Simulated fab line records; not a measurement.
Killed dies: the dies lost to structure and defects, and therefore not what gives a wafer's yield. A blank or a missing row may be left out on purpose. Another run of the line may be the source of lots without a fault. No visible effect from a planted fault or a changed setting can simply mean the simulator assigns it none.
fab line records -- flow nandHarc
record: lots: 5, wafers: 15, lastDay: 33
route steps=1302 shown A_BLC@1133 A_M0@1137 END@1302
lots that met no fault: from a run of the same line without faults
startH: hours from the record's opening day to when the first of the lot's shown wafers began -- waitH: hours elapsed since this lot's preceding step -- " identical to the entry in the row above -- L1.1+2: several wafers, shown together as one row -- - no value, or no start given -- * or withheld: withheld -- < > ~ a bound
route shown NAME@n: names a module that has steps shown in the file, with the first one's number in the route -- usual: mean and standard deviation over wafers with no fault -- same: alike in all rows -- chamber/n: place in a boat -- sites: each site's reading -- _std_site: how widely they spread, as a standard deviation -- _edge_site: the outer-site mean with the inner-site mean subtracted -- radiusMm: for every site, how far away it sits from the centre of the wafer -- mask NAME#n: copy n -- behind: the last tool/chamber to shape the wafer -- hold: cause of the lot's hold/its duration in hours/its outcome -- device: whichever transistor did not switch (one of n, p or np) -- end of line: the same wafers' tests at the end of the route -- where a step has no rows: the recipe by itself -- killed: dies that structure and defects cost at the first sort, which is not the same as the wafer's yield -- map: a wafer's dies, marking killed ones x, the rest . and places with no die _
set.NAME: setting as actually run; set.NAME@STEP: the setting as run at that earlier step -- model.NAME: the simulator's own value behind a step, which no gauge read
certain route steps with their lots: each step a table, each wafer a row
services: when a tool's chamber went out of use (startH, in hours from the record's first day, below 0 if earlier), for how many hours, and the reason
== steps ==
step: NHARC_A_BLC_CMP_25
recipe: tOverpolishS: 30, targetThkNm: 150
usual: motorCurrentA: 11.5/1.7, overpolishRunS: 30.001/0.0083, timeToEndpointS: 30.5/2.6
lot.wafer,tool,chamber,startH,waitH,motorCurrentA,overpolishRunS,timeToEndpointS
L176.4,cmp-02,0,548.78,0.3,10.7,29.987,33.3
L176.1,cmp-02,2,548.78,0.3,15.0,30.002,32.9
L176.6,cmp-02,0,548.78,0.3,10.1,30.005,35.8
L181.4,cmp-03,3,592.87,0.3,10.5,29.992,30.2
L181.3,cmp-03,1,592.87,0.3,12.4,29.990,29.6
L181.5,cmp-03,2,592.87,0.3,11.2,30.006,29.4
L180.4,cmp-02,2,593.45,0.3,14.7,30.006,32.1
L180.3,cmp-02,3,593.45,0.3,11.9,30.016,29.2
L180.6,cmp-02,0,593.45,0.3,10.6,30.005,33.9
L190.3,cmp-04,1,688.91,0.3,15.3,29.994,28.9
L190.1,cmp-04,3,688.91,0.3,12.4,29.990,28.4
L190.6,cmp-04,2,688.91,0.3,11.2,30.003,27.2
L195.2,cmp-04,0,750.25,0.7,9.6,30.001,30.4
L195.4,cmp-04,1,750.25,0.7,15.2,29.995,34.0
L195.3,cmp-04,2,750.25,0.7,11.4,30.008,30.5
step: NHARC_A_BLC_SRD_27
step: NHARC_A_BLC_INSPECT_28
usual: rawDefectCount: 508/110
lot.wafer,tool,chamber,startH,waitH,rawDefectCount
L176.1,defectInspect-02,-,549.18,0.1,583
L176.4,defectInspect-02,-,549.18,0.1,531
L176.6,defectInspect-02,-,549.18,0.1,793
L181.3,defectInspect-01,-,593.25,0.1,447
L181.4,defectInspect-01,-,593.25,0.1,344
L181.5,defectInspect-01,-,593.25,0.1,369
L180.3,defectInspect-01,-,593.80,0.1,490
L180.4,defectInspect-01,-,593.80,0.1,558
L180.6,defectInspect-01,-,593.80,0.1,546
L190.1,defectInspect-01,-,689.32,0.1,653
L190.3,defectInspect-01,-,689.32,0.1,567
L190.6,defectInspect-01,-,689.32,0.1,590
L195.2,defectInspect-01,-,750.66,0.1,486
L195.3,defectInspect-01,-,750.66,0.1,531
L195.4,defectInspect-01,-,750.66,0.1,712
step: NHARC_A_M0_DEP_00
recipe: targetThkA: 1500, targetThkNm: 150, tempC: withheld, pressureTorr: 5, flowSccm: 200, rfW: 600, material: SiOC
step: NHARC_A_M0_DEHYDRATE_01
recipe: tempC: 150, timeS: 120
step: NHARC_A_M0_HMDS_02
recipe: timeS: 30
step: NHARC_A_M0_COAT_33
recipe: tempC: 200, timeS: 65
step: NHARC_A_M0_COAT_03
recipe: spinRpm: 1500, resistThkNm: 90
step: NHARC_A_M0_SOFTBAKE_04
recipe: tempC: 105, timeS: 55
step: NHARC_A_M0_EBR_05
step: NHARC_A_M0_EXPOSE_06
recipe: na: 1.35, targetCdNm: 80, doseMj: 83.25, maskId: A_M0
step: NHARC_A_M0_PEB_07
recipe: pebTempC: 100, pebTimeS: 65
lot.wafer,tool,chamber,startH,waitH
L176.1+4+6,lithoTrack-01,0,550.01,0.1
L181.3+4+5,lithoTrack-01,0,594.10,0.0
L180.3+4+6,lithoTrack-04,0,594.61,0.1
L190.1+3+6,lithoTrack-01,0,690.14,0.1
L195.2+3+4,lithoTrack-04,0,751.35,0.1
step: NHARC_A_M0_DEVELOP_08
recipe: developTimeS: 35, devTempC: 23
step: NHARC_A_M0_CD_MEAS_09
recipe: targetCdNm: 80, landingEnergyEv: 500
usual: cdNm: 80.0/0.67
lot.wafer,tool,chamber,startH,waitH,cdNm
L176.1,cdSem-03,0,550.08,-,78.8
L176.4,cdSem-03,0,550.08,-,80.0
L176.6,cdSem-03,0,550.08,-,79.0
L181.3,cdSem-02,0,594.19,-,82.2
L181.4,cdSem-02,0,594.19,-,81.3
L181.5,cdSem-02,0,594.19,-,81.1
L180.3,cdSem-02,0,594.70,-,80.6
L180.4,cdSem-02,0,594.70,-,80.6
L180.6,cdSem-02,0,594.70,-,80.5
L190.1,cdSem-03,0,690.22,-,79.1
L190.3,cdSem-03,0,690.22,-,81.3
L190.6,cdSem-03,0,690.22,-,80.5
L195.2,cdSem-02,0,751.43,-,81.3
L195.3,cdSem-02,0,751.43,-,79.8
L195.4,cdSem-02,0,751.43,-,81.0
step: NHARC_A_M0_OVL_MEAS_10
recipe: pitchNm: 160
usual: overlayXNm: 0.0/1.1, overlayYNm: -0.1/0.81
lot.wafer,tool,chamber,startH,waitH,overlayXNm,overlayYNm
L176.1,overlay-01,-,550.17,-,-1.3,1.1
L176.4,overlay-01,-,550.17,-,-0.8,1.6
L176.6,overlay-01,-,550.17,-,-1.0,1.0
L181.3,overlay-01,-,594.27,-,0.3,1.2
L181.4,overlay-01,-,594.27,-,0.0,0.9
L181.5,overlay-01,-,594.27,-,0.5,0.7
L180.3,overlay-02,-,594.78,-,1.0,-1.3
L180.4,overlay-02,-,594.78,-,1.5,-1.2
L180.6,overlay-02,-,594.78,-,1.1,-1.8
L190.1,overlay-02,-,690.31,-,0.4,0.6
L190.3,overlay-02,-,690.31,-,0.2,0.8
L190.6,overlay-02,-,690.31,-,-0.3,-0.1
L195.2,overlay-02,-,751.52,-,-0.7,0.5
L195.3,overlay-02,-,751.52,-,0.1,0.0
L195.4,overlay-02,-,751.52,-,-0.6,0.8
step: NHARC_A_M0_INSPECT_11
usual: rawDefectCount: 87/35
lot.wafer,tool,chamber,startH,waitH,rawDefectCount
L176.1,defectInspect-01,-,550.21,0.0,114
L176.4,defectInspect-01,-,550.21,0.0,113
L176.6,defectInspect-01,-,550.21,0.0,105
L181.3,defectInspect-01,-,594.31,0.0,28
L181.4,defectInspect-01,-,594.31,0.0,39
L181.5,defectInspect-01,-,594.31,0.0,38
L180.3,defectInspect-01,-,594.82,0.0,125
L180.4,defectInspect-01,-,594.82,0.0,138
L180.6,defectInspect-01,-,594.82,0.0,134
L190.1,defectInspect-02,-,690.35,0.0,112
L190.3,defectInspect-02,-,690.35,0.0,106
L190.6,defectInspect-02,-,690.35,0.0,109
L195.2,defectInspect-01,-,751.56,0.0,103
L195.3,defectInspect-01,-,751.56,0.0,103
L195.4,defectInspect-01,-,751.56,0.0,101
step: NHARC_A_M0_DESCUM_14
recipe: timeS: 3, o2FlowSccm: 200, arFlowSccm: 0, biasPowerW: 0, chemistry: O2
usual: drypumpMotorCurrentA: 5.7/0.31, oesProductAu: 1.003/0.011, rfVppV: 57.9/0.91, showerheadPlenumPTorr: 1.95/0.089, throttleValvePct: 11.311/0.0087
lot.wafer,tool,chamber,startH,waitH,drypumpMotorCurrentA,oesProductAu,rfHoursCounterH,rfVppV,showerheadPlenumPTorr,throttleValvePct,model.A_M0.cdNm
L176.1,rieDiel-09,1,550.27,0.1,5.3,0.998,2.5,58.5,1.97,11.301,78.76
L176.4,rieDiel-09,3,550.27,0.1,5.9,1.009,3.2,59.8,2.02,11.312,79.89
L176.6,rieDiel-09,2,550.27,0.1,6.2,1.004,-,58.0,2.01,11.322,78.91
L181.3,rieDiel-12,0,594.38,0.1,5.9,1.012,9.2,57.9,1.83,11.320,82.23
L181.4,rieDiel-12,1,594.38,0.1,5.4,0.997,9.0,59.8,2.04,11.321,81.33
L181.5,rieDiel-12,3,594.38,0.1,5.7,1.005,-,58.7,2.02,11.314,82.13
L180.4,rieDiel-10,0,594.88,0.1,5.9,0.983,11.7,59.1,1.99,11.306,80.84
L180.3,rieDiel-10,3,594.88,0.1,5.6,1.000,11.3,58.8,2.06,11.300,81.12
L180.6,rieDiel-10,1,594.88,0.1,5.4,0.998,-,58.1,1.91,11.303,79.69
L190.3,rieDiel-10,0,690.41,0.1,5.8,0.995,6.8,59.4,1.99,11.318,80.79
L190.1,rieDiel-10,3,690.41,0.1,5.5,1.006,6.2,59.3,2.05,11.304,78.92
L190.6,rieDiel-10,1,690.41,0.1,5.4,1.002,-,58.1,1.91,11.304,80.79
L195.2,rieDiel-12,3,751.62,0.1,5.8,1.005,4.9,57.8,2.02,11.320,81.19
L195.3,rieDiel-12,0,751.62,0.1,5.9,0.988,4.7,56.3,1.83,11.317,80.55
L195.4,rieDiel-12,2,751.62,0.1,5.4,1.020,4.9,55.9,1.79,11.319,81.35
step: NHARC_A_M0_ETCH_34
recipe: targetDepthA: 400, overetchA: 120, timeS: 43.94, ionEnergyEv: 200, n2FlowSccm: 150, h2FlowSccm: 150, arFlowSccm: 0, rfW: 400, biasW: 150, chemistry: N2/H2
usual: drypumpMotorCurrentA: 5.7/0.31, oesProductAu: 1.002/0.011, rfVppV: 431.5/2.8, showerheadPlenumPTorr: 2.08/0.096, throttleValvePct: 14.172/0.008
lot.wafer,tool,chamber,startH,waitH,drypumpMotorCurrentA,oesProductAu,rfHoursCounterH,rfVppV,showerheadPlenumPTorr,throttleValvePct
L176.1,rieDiel-09,0,550.36,0.1,6.4,1.017,1.9,431.0,2.09,14.171
L176.4,rieDiel-09,2,550.36,0.1,6.2,1.014,2.5,433.0,2.15,14.188
L176.6,rieDiel-09,1,550.36,0.1,5.3,0.997,-,432.3,2.10,14.174
L181.4,rieDiel-12,0,594.45,0.1,5.9,0.999,9.2,426.8,1.95,14.186
L181.3,rieDiel-12,3,594.45,0.1,5.7,0.989,7.7,434.2,2.16,14.170
L181.5,rieDiel-12,1,594.45,0.1,5.3,1.005,-,434.0,2.18,14.170
L180.4,rieDiel-10,3,594.99,0.1,5.6,0.998,11.3,434.1,2.20,14.171
L180.3,rieDiel-10,1,594.99,0.1,5.4,0.995,10.2,430.3,2.03,14.167
L180.6,rieDiel-10,3,594.99,0.1,5.6,1.007,-,435.4,2.20,14.186
L190.1,rieDiel-10,2,690.50,0.1,5.6,0.989,4.9,429.1,2.03,14.162
L190.3,rieDiel-10,3,690.50,0.1,5.6,1.012,6.2,433.9,2.19,14.158
L190.6,rieDiel-10,0,690.50,0.1,5.8,1.003,-,433.1,2.12,14.172
L195.2,rieDiel-12,3,751.70,0.1,5.7,0.991,4.9,434.0,2.16,14.173
L195.3,rieDiel-12,0,751.70,0.1,5.9,0.991,4.7,426.3,1.95,14.176
L195.4,rieDiel-12,1,751.70,0.1,5.4,1.010,4.5,434.4,2.18,14.163
step: NHARC_A_M0_ETCH_15
recipe: targetDepthA: 1500, overetchA: 150, timeS: 82.5, c4f8FlowSccm: withheld, arFlowSccm: 400, rfW: 600, biasW: 300, chemistry: C4F8/Ar
usual: oesProductAu: 0.953/0.023, rfVppV: 441.9/2.9
lot.wafer,tool,chamber,startH,waitH,oesProductAu,rfHoursCounterH,rfVppV,model.A_M0.cdNm
L176.1,rieDiel-09,2,-,-,0.961,2.5,444.5,79.13
L176.4,rieDiel-09,3,-,-,0.994,3.2,445.1,79.14
L176.6,rieDiel-09,1,-,-,0.953,-,441.4,78.36
L181.3,rieDiel-12,0,-,-,0.972,9.2,437.8,82.28
L181.4,rieDiel-12,1,-,-,0.976,9.0,444.7,80.95
L181.5,rieDiel-12,3,-,-,0.961,-,444.8,82.17
L180.4,rieDiel-10,0,-,-,0.943,11.7,441.0,80.62
L180.3,rieDiel-10,2,-,-,0.961,11.7,441.6,81
L180.6,rieDiel-10,1,-,-,0.955,-,440.3,79.23
L190.1,rieDiel-10,3,-,-,0.926,6.2,446.6,79.1
L190.3,rieDiel-10,1,-,-,0.928,5.5,440.6,80.47
L190.6,rieDiel-10,3,-,-,0.913,-,444.5,81.16
L195.4,rieDiel-12,3,-,-,0.911,4.9,444.1,80.79
L195.2,rieDiel-12,0,-,-,0.926,4.7,438.5,80.97
L195.3,rieDiel-12,1,-,-,0.935,4.5,444.6,80.47
step: NHARC_A_M0_CD_MEAS_16
usual: cdNm: 80.0/0.87
lot.wafer,tool,chamber,startH,waitH,cdNm
L176.1,cdSem-03,-,550.57,-,79.0
L176.4,cdSem-03,-,550.57,-,79.1
L176.6,cdSem-03,-,550.57,-,78.1
L181.3,cdSem-01,-,594.67,-,82.0
L181.4,cdSem-01,-,594.67,-,80.9
L181.5,cdSem-01,-,594.67,-,82.0
L180.3,cdSem-03,-,595.21,-,80.9
L180.4,cdSem-03,-,595.21,-,81.0
L180.6,cdSem-03,-,595.21,-,79.3
L190.1,cdSem-02,-,690.71,-,78.8
L190.3,cdSem-02,-,690.71,-,80.4
L190.6,cdSem-02,-,690.71,-,81.2
L195.2,cdSem-01,-,751.92,-,80.8
L195.3,cdSem-01,-,751.92,-,80.5
L195.4,cdSem-01,-,751.92,-,81.2
step: NHARC_END_SORT_01
recipe: tempC: 25
usual: defectLimitedYield: 90/3.1, killedAtArray: 62/20, killedAtOther: 0.8/1.1, killedAtPeriphery: 3.5/2.4, killedDies: 66/21, killedOpen: 3.5/1.9, killedShort: 2.5/1.7
same: grossDies: 677
lot.wafer,tool,chamber,startH,waitH,defectLimitedYield[%],killedAtArray,killedAtOther,killedAtPeriphery,killedDies,killedOpen,killedShort
L181.3,prober-01,0,635.67,3.1,96,25,2,2,29,3,0
L181.4,prober-01,0,636.46,3.4,95,36,0,1,37,4,2
L181.5,prober-01,0,637.25,3.7,94,43,0,1,44,9,1
L190.1,prober-02,0,730.46,2.5,89,68,3,1,72,2,1
L190.3,prober-02,0,732.03,3.1,89,67,4,4,75,0,1
L190.6,prober-02,0,734.39,3.9,90,66,1,4,71,6,2
L195.2,prober-02,0,792.88,2.8,89,69,0,7,76,2,1
L195.3,prober-02,0,793.68,3.1,91,56,0,7,63,1,1
L195.4,prober-02,0,794.48,3.4,91,58,1,3,62,2,4
killed by level:class
L181.3 A_CHANNEL_HOLE_D2:chamberFilmFlake=10 A_CHANNEL_HOLE_D1:chamberFilmFlake=2 A_CHANNEL_FILL_D2:chamberFilmFlake=2 A_STAIRCASE:chamberFilmFlake=2 A_SLIT:chamberFilmFlake=2 A_CONTACT:chamberFilmFlake=2 THIN_TSV:chamberFilmFlake=2 P_STI:geometricParticle:open=1
L181.4 A_CHANNEL_HOLE_D2:chamberFilmFlake=14 A_CHANNEL_HOLE_D1:chamberFilmFlake=5 A_CONTACT:chamberFilmFlake=4 A_WL_FILL:chamberFilmFlake=3 A_ONON_D1:geometricParticle:open=1 A_CHANNEL_FILL_D1:geometricParticle:open=1 A_CHANNEL_FILL_D2:geometricParticle:open=1 A_WL_FILL:geometricParticle:short=1
L181.5 A_CHANNEL_HOLE_D2:chamberFilmFlake=16 A_CONTACT:chamberFilmFlake=5 A_WL_FILL:chamberFilmFlake=4 A_CHANNEL_HOLE_D1:chamberFilmFlake=3 A_ONON_D2:geometricParticle:open=2 A_STAIRCASE:chamberFilmFlake=2 A_SLIT:chamberFilmFlake=2 A_ONON_D1:geometricParticle:open=1
L190.1 A_SLIT:chamberFilmFlake=31 A_CHANNEL_HOLE_D2:chamberFilmFlake=19 A_CHANNEL_HOLE_D1:chamberFilmFlake=7 A_CONTACT:chamberFilmFlake=7 THIN_TSV:chamberFilmFlake=3 P_M0:geometricParticle:open=1 A_ONON_D1:geometricParticle:open=1 A_WL_FILL:geometricParticle:short=1
L190.3 A_SLIT:chamberFilmFlake=31 A_CHANNEL_HOLE_D2:chamberFilmFlake=14 A_CHANNEL_HOLE_D1:chamberFilmFlake=9 A_CONTACT:chamberFilmFlake=5 THIN_TSV:chamberFilmFlake=4 A_STAIRCASE:chamberFilmFlake=3 P_STI:chamberFilmFlake=2 A_M0:chamberFilmFlake=2
L190.6 A_SLIT:chamberFilmFlake=23 A_CHANNEL_HOLE_D2:chamberFilmFlake=16 A_CHANNEL_HOLE_D1:chamberFilmFlake=12 A_CONTACT:chamberFilmFlake=6 P_CONTACT:geometricParticle:open=2 A_STAIRCASE:chamberFilmFlake=2 P_M1:geometricParticle:open=1 A_CHANNEL_FILL_D1:geometricParticle:short=1
L195.2 A_SLIT:chamberFilmFlake=36 A_CHANNEL_HOLE_D2:chamberFilmFlake=22 P_GATE:chamberFilmFlake=4 P_M1:chamberFilmFlake=3 A_CHANNEL_HOLE_D1:chamberFilmFlake=2 A_STAIRCASE:chamberFilmFlake=2 A_WL_FILL:chamberFilmFlake=2 A_BLC:chamberFilmFlake=2
L195.3 A_CHANNEL_HOLE_D2:chamberFilmFlake=25 A_SLIT:chamberFilmFlake=21 A_STAIRCASE:chamberFilmFlake=3 A_WL_FILL:chamberFilmFlake=3 P_ZERO_WELL:chamberFilmFlake=2 P_GATE:chamberFilmFlake=2 A_CHANNEL_HOLE_D1:chamberFilmFlake=2 P_CONTACT:geometricParticle:open=1
L195.4 A_SLIT:chamberFilmFlake=25 A_CHANNEL_HOLE_D2:chamberFilmFlake=17 A_WL_FILL:chamberFilmFlake=3 A_BLC:chamberFilmFlake=3 P_GATE:chamberFilmFlake=2 A_SOURCE_PLATE:geometricParticle:open=1 A_CHANNEL_FILL_D1:geometricParticle:short=1 A_ONON_D2:geometricParticle:short=1
== services ==
tool,chamber,startH,hours,kind
cmp-02,-,527.37,4.0,pm
rieDiel-12,2,546.05,4.6,repair
lithoTrack-04,-,553.00,7.0,pm
rieDiel-12,-,566.82,0.9,repair
cmp-04,-,568.16,3.7,repair
cmp-04,-,587.82,0.7,repair
rieDiel-10,-,596.52,9.0,pm
cmp-04,-,600.09,3.3,repair
cmp-04,-,609.63,3.2,repair
rieDiel-12,3,614.54,14.1,repair
rieDiel-12,-,622.41,9.0,pm
cmp-02,-,625.37,4.0,pm
cmp-04,-,634.76,3.3,repair
cmp-04,-,638.23,0.3,repair
cmp-04,-,644.01,0.4,repair
rieDiel-12,1,648.93,7.2,repair
rieDiel-09,-,674.18,9.0,pm
lithoTrack-01,-,680.00,7.0,pm
cmp-04,-,687.02,0.8,repair
rieDiel-09,2,694.48,4.7,repair
cmp-04,-,701.21,0.4,repair
rieDiel-09,-,703.67,0.4,repair
cmp-02,-,723.37,4.0,pm
rieDiel-09,2,742.54,6.4,repair
== key ==
firstSign: step: NHARC_A_M0_CD_MEAS_09, reading: cdNm, direction: up, sigmas: 2.3, usual: 80.0, struck: 81.5
effect none on later readings
modelEffect: step: NHARC_A_M0_DESCUM_14, value: A_M0.cdNm, without: 79.87, struck: 81.89
modelEffect: step: NHARC_A_M0_ETCH_15, value: A_M0.cdNm, without: 79.78, struck: 81.8
metAt NHARC_A_M0_PEB_07
struckWafers L181.3,L181.4,L181.5
onsetBetween 550.01 594.10
alsoFits NHARC_A_BLC_CMP_25:cmp-03
fault: kind: processParameterDrift, tool: lithoTrack-01, chamber: -, onsetH: 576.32, steps: NHARC_A_M0_PEB_07, channel: pebTimeS, offset: *, shape: step, endH: 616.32, actsIn: *, stated: *
